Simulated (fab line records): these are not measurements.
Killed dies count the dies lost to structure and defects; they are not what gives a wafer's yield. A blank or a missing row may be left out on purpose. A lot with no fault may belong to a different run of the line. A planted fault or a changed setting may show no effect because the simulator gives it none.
3 desks, one fault / flow nand-harc / each desk holds nothing but its own numbers, with what lay behind them at the end

## METROLOGY DESK
Means of the sampled wafers that have a number, per lot and without regard to the tool the lot ran on: this is what the gauges read. If a lot's mean is further than 4 standard deviations from the usual mean, the lot is out of limits and carries the mark OUT (the distance appears in the brackets).
Columns: A = cd-nm at NHARC_P_GATE_CD_MEAS_33, usual 120.6 nm; B = cd-nm at NHARC_P_GATE_CD_MEAS_91, usual 1999.8 nm
lot=L433; first seen here=day 5 08:12; A=121.1; B=1999.2
lot=L432; first seen here=day 5 08:22; A=119.7; B=1999.7
lot=L434; first seen here=day 5 19:40; A=120.7; B=1998.1
lot=L435; first seen here=day 6 10:54; A=121.8; B=2001.8
lot=L439; first seen here=day 7 22:51; A=119.8; B=1999.4
lot=L441; first seen here=day 8 14:37; A=120.5; B=1987.0 (-6.7) OUT
lot=L446; first seen here=day 11 02:36; A=120.4; B=1983.8 (-8.4) OUT
lot=L451; first seen here=day 13 02:46; A=121.1; B=1998.9
lot=L453; first seen here=day 13 18:49; A=118.8; B=1996.5
lot=L452; first seen here=day 13 19:19; A=120.1; B=2001.0
lot=L454; first seen here=day 14 12:40; A=125.2; B=2001.2
lot=L455; first seen here=day 14 13:28; A=119.2; B=2000.3
Finding of this desk: L441, L446 out of limits; the first was L441 at day 9 05:14, on cd-nm at NHARC_P_GATE_CD_MEAS_91. In limits: L433, L432, L434, L435, L439, L451, L453, L452, L454, L455.

## DESK OF THE TOOL OWNER: krf-scanner-01
The tool's own readings at NHARC_P_GATE_EXPOSE_88 (exposes mask P HVN, target cd 2000 nm): means of the sampled wafers that have a number, for each lot that ran on this tool. If a lot's mean is further than 4 standard deviations from the usual mean, the lot is out of limits and carries the mark OUT (the distance appears in the brackets).
Columns: A = exposure-dose-mJ-cm2 at NHARC_P_GATE_EXPOSE_88, usual 11.870
lot=L433; first seen here=day 5 22:20; A=11.865
lot=L435; first seen here=day 7 01:25; A=11.868
lot=L439; first seen here=day 8 13:06; A=11.881
lot=L441; first seen here=day 9 05:05; A=10.912 (-87) OUT
lot=L446; first seen here=day 11 16:53; A=10.901 (-88) OUT
Finding of this desk: L441, L446 out of limits; the first was L441 at day 9 05:05, on exposure-dose-mJ-cm2 at NHARC_P_GATE_EXPOSE_88. In limits: L433, L435, L439.

## THE DEFECT DESK
Inspection counts along the route, by lot: the mean over sampled wafers that carry a number. If a lot's mean is further than 4 standard deviations from the usual mean, the lot is out of limits and carries the mark OUT (the distance appears in the brackets).
Columns: A = raw-defect-count at NHARC_P_GATE_INSPECT_28, usual 6.0
lot=L432; first seen here=day 5 06:59; A=6.7
lot=L433; first seen here=day 5 07:19; A=3.0
lot=L434; first seen here=day 5 18:48; A=3.0
lot=L435; first seen here=day 6 10:02; A=8.3
lot=L439; first seen here=day 7 21:59; A=4.0
lot=L441; first seen here=day 8 13:44; A=5.3
lot=L446; first seen here=day 11 01:42; A=6.7
lot=L451; first seen here=day 13 01:55; A=8.7
lot=L453; first seen here=day 13 17:55; A=5.7
lot=L452; first seen here=day 13 18:26; A=5.3
lot=L454; first seen here=day 14 11:49; A=7.3
lot=L455; first seen here=day 14 12:36; A=5.7
Result from this desk: across the 12 lots, nothing is out of limits.

## PUT TOGETHER
The tool owner's desk could have raised an alarm at day 9 05:05, on L441, L446.
On L441, L446, the metrology desk was in a position to raise an alarm at day 9 05:14.
Nothing out of limits was seen by the defect desk.
The defect desk has L441, L446 on record, within its limits.
Of the lots named, all ran NHARC_P_GATE_EXPOSE_88 on krf-scanner-01.

## WHAT THE SIMULATOR HAD PUT IN
Process parameter drift: krf-scanner-01, from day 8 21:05 on, at NHARC_P_GATE_EXPOSE_88. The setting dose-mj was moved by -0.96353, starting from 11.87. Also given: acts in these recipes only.
Shown lots that were struck: L441, L446.
Hours from the fault's start to each desk's first reading out of limits: the tool owner's desk, 8; the metrology desk, 8.
